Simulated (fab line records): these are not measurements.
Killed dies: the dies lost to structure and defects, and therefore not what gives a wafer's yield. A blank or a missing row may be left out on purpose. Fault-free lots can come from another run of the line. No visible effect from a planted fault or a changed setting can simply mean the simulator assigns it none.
Comparing a struck lot with a sound one || flow n5-finfet || 18 out of 1938 route steps
Sound: the wafers L905.1, L905.2, L905.6. Struck: wafer L921.4. (L921.5 of the same lot was not struck and is left out.) The cause comes at the end.
Order at every step that has rows: each side's tool, ch and its chambers, its first start. Under that, the readings that differ: sound wafers || struck wafers || difference of the means || sigmas: that difference in standard deviations of wafers without a fault.
alike: same words and numbers on both sides, and readings whose means sit less than 2 such deviations apart. not compared: any withheld reading, any reading some wafer has no value for, any bound like >300 that may hide the same value, and any number with overlapping values for which the record gives no deviation.
The two part at a step that has a row with sigmas, a row that says differs or no value, or rows on one side only. Numbers that have no deviation but don't overlap get no sigmas and don't part them. Lack of a reading on every wafer of one side parts them only where that side has two or more wafers.

N5_BEOL_M3_INSPECT_30: inspects for defects (brightfield).
  struck on defect-inspect-02, day 11 16:53; sound on defect-inspect-01, day 7 13:19
{"reading": "raw-defect-count", "sound": "501 346 274", "struck": 587, "difference": "+213", "sigmas": "+2"}
N5_BEOL_M3_DESCUM_33: chemistry O2, time 7 s.
  sound on rie-diel-01 ch 0,1,2, day 7 13:22; struck on rie-diel-06 ch 2, day 11 17:11
{"reading": "oes-product-au (a.u.)", "sound": "0.88 0.99 0.95", "struck": 0.73, "difference": -0.21, "sigmas": -2}
  alike: drypump-motor-current-A, rf-vpp-V, showerhead-plenum-p-Torr, throttle-valve-pct
  not compared: rf-hours-counter-h
then, 1 step without rows for these wafers: N5_BEOL_M3_ETCH_77 (etches underlayer in N2/H2, target depth 6.5 nm, time 5.2 s).
N5_BEOL_M3_ETCH_69: etches SiARC in CF4, target depth 15.6 nm, time 26 s.
  sound on rie-diel-01 ch 0,1,2, day 7 13:25; struck on rie-diel-06 ch 2, day 11 17:14
{"reading": "oes-product-au (a.u.)", "sound": "0.76 0.87 0.82", "struck": 0.63, "difference": -0.19, "sigmas": -3}
{"reading": "throttle-valve-pct (%)", "sound": "15.33 15.43 15.46", "struck": 15.93, "difference": "+0.52", "sigmas": "+2"}
  alike: drypump-motor-current-A, etch-rf-on-time-s, mfc-ar-sccm, rf-vpp-V, showerhead-plenum-p-Torr
  not compared: rf-hours-counter-h
then, 2 steps without rows for these wafers: N5_BEOL_M3_ALD_98 (deposits SiO2, target thk 2.5 nm, pulse time 1 s, co reactant pulse time 1 s); N5_BEOL_M3_ETCHBACK_99 (etches SiO2 in CHF3, target depth 5 nm, time 10.4 s).
N5_BEOL_M3_ETCH_70: etches SOC in N2/H2, target depth 80 nm, overetch 16 nm, time 120 s.
  sound on rie-diel-03 ch 1,3, day 7 17:42; struck on rie-diel-06 ch 3, day 11 18:09
  alike: drypump-motor-current-A, h2-flow-sccm, oes-product-au, rf-vpp-V, showerhead-plenum-p-Torr, throttle-valve-pct
  not compared: rf-hours-counter-h
then, 2 steps without rows for these wafers: N5_BEOL_M3_STRIP_71 (strips in N2/H2); N5_BEOL_M3_STRIP_78 (strips in N2/H2).
N5_BEOL_M3_VIA_ETCH_34: etches the open film in C4F6/O2, target depth 69.4 nm, time 65.9 s.
  sound on rie-diel-03 ch 1,3, day 7 17:48; struck on rie-diel-06 ch 3, day 11 18:15
  alike: O2_flow_sccm, drypump-motor-current-A, mfc-ar-sccm, oes-product-au, rf-vpp-V, showerhead-plenum-p-Torr, throttle-valve-pct
  not compared: rf-hours-counter-h
then, 1 step without rows for these wafers: N5_BEOL_M3_STRIP_83 (strips in C4F6/O2).
N5_BEOL_M3_STRIP_36: strips in N2/H2.
  sound on rie-diel-03 ch 1,3, day 7 17:52; struck on rie-diel-06 ch 3, day 11 18:19
  alike: drypump-motor-current-A, h2-flow-sccm, oes-product-au, rf-vpp-V, showerhead-plenum-p-Torr, throttle-valve-pct
  not compared: rf-hours-counter-h
N5_BEOL_M3_TRENCH_ETCH_37: etches SiOC in C4F6/O2, target depth 55.555 nm, time 29.2 s.
  sound on rie-diel-03 ch 1,3, day 7 17:54; struck on rie-diel-06 ch 3, day 11 18:21
{"reading": "model.etch.depth-nm (nm)", "sound": "55.8 55.08 55.34", "struck": 47.1, "difference": -8.3, "sigmas": ""}
{"reading": "model.BEOL_M3.feature-depth-nm (nm)", "sound": "55.8 55 55.4", "struck": 47.2, "difference": -8.2, "sigmas": ""}
  alike: O2_flow_sccm, drypump-motor-current-A, mfc-ar-sccm, oes-product-au, rf-vpp-V, showerhead-plenum-p-Torr, throttle-valve-pct
  not compared: rf-hours-counter-h
then, 2 steps without rows for these wafers: N5_BEOL_M3_ETCH_41 (etches SiCN in CH3F/O2, target depth 29.9 nm, time 52.5 s); N5_BEOL_M3_STRIP_97 (strips in N2/H2, time 10 s).
N5_BEOL_M3_OCD_MEAS_38:
  struck on ocd-02, day 11 18:31; sound on ocd-02, day 7 18:04
{"reading": "trench-depth-nm (nm)", "sound": "56.0 55.1 55.9", "struck": 47.3, "difference": -8.4, "sigmas": -9}
then, 1 step without rows for these wafers: N5_BEOL_M3_HM_STRIP_39 (strips TiN in peroxide tin strip, target depth 25 nm, time 158 s).
N5_BEOL_M4_RC_MEAS_101:
  sound on prober-01 ch 0, day 8 15:06; struck on prober-01 ch 0, day 12 09:50
{"reading": "IOFF_P (nA/um)", "sound": "0.23 0.24 0.24", "struck": 0.15, "difference": -0.09, "sigmas": -2}
{"reading": "ION_P (uA/um)", "sound": "466 467 472", "struck": 447, "difference": -21, "sigmas": -3}
{"reading": "VT_N (mV)", "sound": "246 247 246", "struck": 256, "difference": "+10", "sigmas": "+3"}
{"reading": "VT_P (mV)", "sound": "-246 -248 -247", "struck": -260, "difference": -13, "sigmas": -4}
  alike: DIBL_N, DIBL_P, IOFF_N, ION_N, SS_N, SS_P

== WHERE THEY PART ==
Earliest at N5_BEOL_M3_INSPECT_30; latest, in this record, at N5_BEOL_M4_RC_MEAS_101.

WHY: whatever the simulator had introduced
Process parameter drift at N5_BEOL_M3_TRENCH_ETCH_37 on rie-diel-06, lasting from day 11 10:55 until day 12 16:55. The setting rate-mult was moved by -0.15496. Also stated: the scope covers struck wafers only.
